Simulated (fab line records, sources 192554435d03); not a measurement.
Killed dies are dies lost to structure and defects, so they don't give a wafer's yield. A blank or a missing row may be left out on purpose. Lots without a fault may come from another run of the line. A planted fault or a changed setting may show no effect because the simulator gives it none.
Split-lot experiment | flow n5_finfet | 7 lots, 21 wafers read, on a route of 1938 steps

THE SPLIT
At N5_BEOL_M5_ETCH_62 (etches SOC in N2/H2, target depth 75 nm, overetch 15 nm, time 112.5 s), the setting source_w was moved away from the recipe's 840 W on 6 of the 21 wafers read, by -7.8% to +12.0%. The other wafers ran this setting at the recipe's value.

The reading is taken at the split's own step.

THE READING
rf_vpp_V, in V, at N5_BEOL_M5_ETCH_62 (etches SOC in N2/H2, target depth 75 nm, overetch 15 nm, time 112.5 s). Fault-free wafers of this fab line usually give 523.4 V, standard deviation 2.5 V.

wafer  | tool, chamber at the split | source_w as run, W | against the recipe | rf_vpp_V, V | against lot-mates on the recipe
L076.1 | rie_diel-04, 1             | 900.1              | +7.2%              | 516.2       | -6.0
L076.2 | rie_diel-04, 2             | 840                | recipe             | 522.2       | -
L076.6 | rie_diel-04, 0             | 840                | recipe             | 522.1       | -
L080.1 | rie_diel-03, 1             | 840                | recipe             | 523.7       | -
L080.2 | rie_diel-03, 3             | 840                | recipe             | 527.8       | -
L080.4 | rie_diel-03, 2             | 774.9              | -7.8%              | 535.4       | +9.6
L082.1 | rie_diel-03, 0             | 840                | recipe             | 520.8       | -
L082.2 | rie_diel-03, 2             | 840                | recipe             | 520.3       | -
L082.6 | rie_diel-03, 1             | 840                | recipe             | 525.1       | -
L084.2 | rie_diel-02, 0             | 886.4              | +5.5%              | 516.3       | -10.0
L084.3 | rie_diel-02, 2             | 886.4              | +5.5%              | 513.9       | -12.4
L084.5 | rie_diel-02, 0             | 840                | recipe             | 526.3       | -
L089.2 | rie_diel-04, 2             | 940.7              | +12.0%             | 505.3       | -13.3
L089.5 | rie_diel-04, 3             | 940.7              | +12.0%             | 509.5       | -9.1
L089.6 | rie_diel-04, 0             | 840                | recipe             | 518.6       | -
L093.2 | rie_diel-02, 1             | 840                | recipe             | 522.7       | -
L093.3 | rie_diel-02, 3             | 840                | recipe             | 520.3       | -
L093.4 | rie_diel-02, 0             | 840                | recipe             | 526.0       | -
L095.4 | rie_diel-04, 3             | 840                | recipe             | 527.0       | -
L095.5 | rie_diel-04, 1             | 840                | recipe             | 525.4       | -
L095.6 | rie_diel-04, 2             | 840                | recipe             | 523.6       | -

THE FIT
A straight line over all 21 wafers: rf_vpp_V changes by -1.36 V for each +1% of source_w; r = -0.92; the points scatter about the line by 2.6 V.
The same after taking each lot's own level away (the mean of its wafers on the recipe; 21 wafers): -1.1 V for each +1%; r = -0.89; scatter 2.5 V.
On that fit, the largest move of source_w shifts the reading by 13 V.
The lots' own levels span 518.60 to 526.30 V, that is 3.1 times the standard deviation above.
So the lot-to-lot level changes the slope: the two fits differ.
Check: with one of the wafers moved furthest among these (+12.0%) left out of the fit, the line predicts -13.3 V for it against its lot-mates. It came out at -13.3 V against them.
Tool readings at the split's step, against how far the setting was moved: rf_vpp_V r = -0.92.

OTHER SPLITS ON THESE WAFERS
These wafers also went through other splits before the reading. Each is held against what the fit with the lots' levels taken away leaves over:
other split on the same wafers     | wafers away from the commonest value | r with rf_vpp_V (lot level and that fit taken away)
N5_BEOL_M0_SAQP_DESCUM_19 time_s   | 8                                    | +0.14
N5_BEOL_M1_PECVD_72 time_s         | 6                                    | -0.20
N5_BEOL_M2_TRENCH_ETCH_37 source_w | 10                                   | -0.05

THE FILE'S OWN FIT
rf_vpp_V changes by -1.1 V for each +1% of source_w, r = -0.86.
